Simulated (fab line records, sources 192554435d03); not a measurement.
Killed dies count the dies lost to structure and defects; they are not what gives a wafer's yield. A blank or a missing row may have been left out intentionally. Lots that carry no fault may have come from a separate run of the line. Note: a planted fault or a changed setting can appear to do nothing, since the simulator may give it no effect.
Problem report, 8D (eight disciplines) form, completed by code / flow n5_finfet / the parts of the form that need people (team, actions taken, sign-off) are left out

== 1. WHAT IS WRONG ==
killed_at_M4_up at N5_PASSIVATION_PROBE_49 reads a mean of 83 on 6 wafers of 2 lots; wafers without a fault read 13 with a standard deviation of 4.8. Relative to the usual mean, that is a shift of +15 standard deviations.
Seen first at day 17 05:10 on prober-01, wafer L161.4. The record has a number at this step for 30 wafers belonging to 10 lots. Rule for "out", or "out of limits": more than 4 standard deviations from the usual mean. The other wafers with a number count as sound.

== 2. WHAT THIS IS AND IS NOT ==
question=which readings at this step | is=killed_at_M4_up | is not=killed_at_M0_to_M3, killed_at_contacts, killed_at_front_end, killed_at_other, killed_open, killed_short, sort_bin_4_leakage
question=which lots | is=L161, L164 | is not=L149, L150, L151, L153, L155, L160, L167, L168
question=which wafers of those lots | is=all that have a number | is not=-
question=read on which tools | is=prober-01 | is not=prober-02
question=when | is=from day 17 05:10 | is not=up to then (18 sound wafers); but 6 sound wafers of L167, L168 came after

== 3. SUSPECTS, AND WHAT RULES EACH OUT ==
Counting: a tool at any process step up to the reading remains a suspect when it ran all the lots that are out and ran no sound lot after the first of those.
- pvd_sputter-03 at N5_BEOL_M12_PRE_CLEAN_42 (time 30 s): kept. Every lot that is out went through it, starting with L161 (day 15 19:40), and after that it ran no sound lot; the last sound lot it ran before then is L160 (day 14 18:59).
- rie_diel-05 at N5_PASSIVATION_DESCUM_32 (chemistry O2, time 7.9 s): kept. Every lot that is out went through it, starting with L161 (day 16 23:42), and after that it ran no sound lot; the last sound lot it ran before then is L153 (day 15 12:16).
- prober-01 at N5_PASSIVATION_PROBE_49: ruled out as a lasting fault. Following L161 (day 17 05:10), the first lot on it that is out, the sound lots L167 were run on it.
Left after counting: pvd_sputter-03 at N5_BEOL_M12_PRE_CLEAN_42, rie_diel-05 at N5_PASSIVATION_DESCUM_32.

== 4. THE CAUSE (what the simulator had put in) ==
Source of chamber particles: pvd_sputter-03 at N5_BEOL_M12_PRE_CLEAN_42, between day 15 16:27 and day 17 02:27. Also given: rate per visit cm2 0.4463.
2 suspects survive the count, and this tool is in that group.

== 5. THE CHAIN OF EFFECTS, in route order ==
Each row: a reading whose mean over the struck wafers that have a number lies more than 3 standard deviations from the usual. Only readings whose record carries a usual standard deviation are examined. hours: median over the lots of the time between each lot's start at the first step of this table that gives one and its start at this step. sigmas: the change, counted in usual standard deviations.
hours=0; step=N5_PASSIVATION_PROBE_49; reading=defect_limited_yield; usual=91.6 %; on struck wafers=86.5; change=-5.0; sigmas=-3.6
hours=0; step=N5_PASSIVATION_PROBE_49; reading=killed_at_M4_up; usual=13; on struck wafers=83; change=+70; sigmas=+15
hours=0; step=N5_PASSIVATION_PROBE_49; reading=killed_dies; usual=100; on struck wafers=158; change=+58; sigmas=+3.4
hours=0; step=N5_PASSIVATION_PROBE_49; reading=sort_bin_5_function; usual=5.0 %; on struck wafers=8.5; change=+3.5; sigmas=+3.7
hours=0; step=N5_PASSIVATION_PROBE_49; reading=sort_n_pass; usual=1080; on struck wafers=1022; change=-58; sigmas=-3.4
hours=0; step=N5_PASSIVATION_PROBE_49; reading=sort_yield_pct; usual=91.6 %; on struck wafers=86.5; change=-5.0; sigmas=-3.6
Here are the process steps it includes:
- N5_PASSIVATION_PROBE_49

== 6. WHAT WOULD HAVE CAUGHT IT SOONER ==
First out-of-limits reading in this record: day 17 05:10, which is 37 hours after fault onset at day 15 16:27.
An alarm limit of 4 standard deviations would not have fired on the tool readings at N5_BEOL_M12_PRE_CLEAN_42 for which the record gives a usual standard deviation, since none of them was out on any struck wafer.
All the lots that are out (2) had begun N5_BEOL_M12_PRE_CLEAN_42 on pvd_sputter-03 by day 17 05:10. A hold on the tool at that time would have spared none of them.
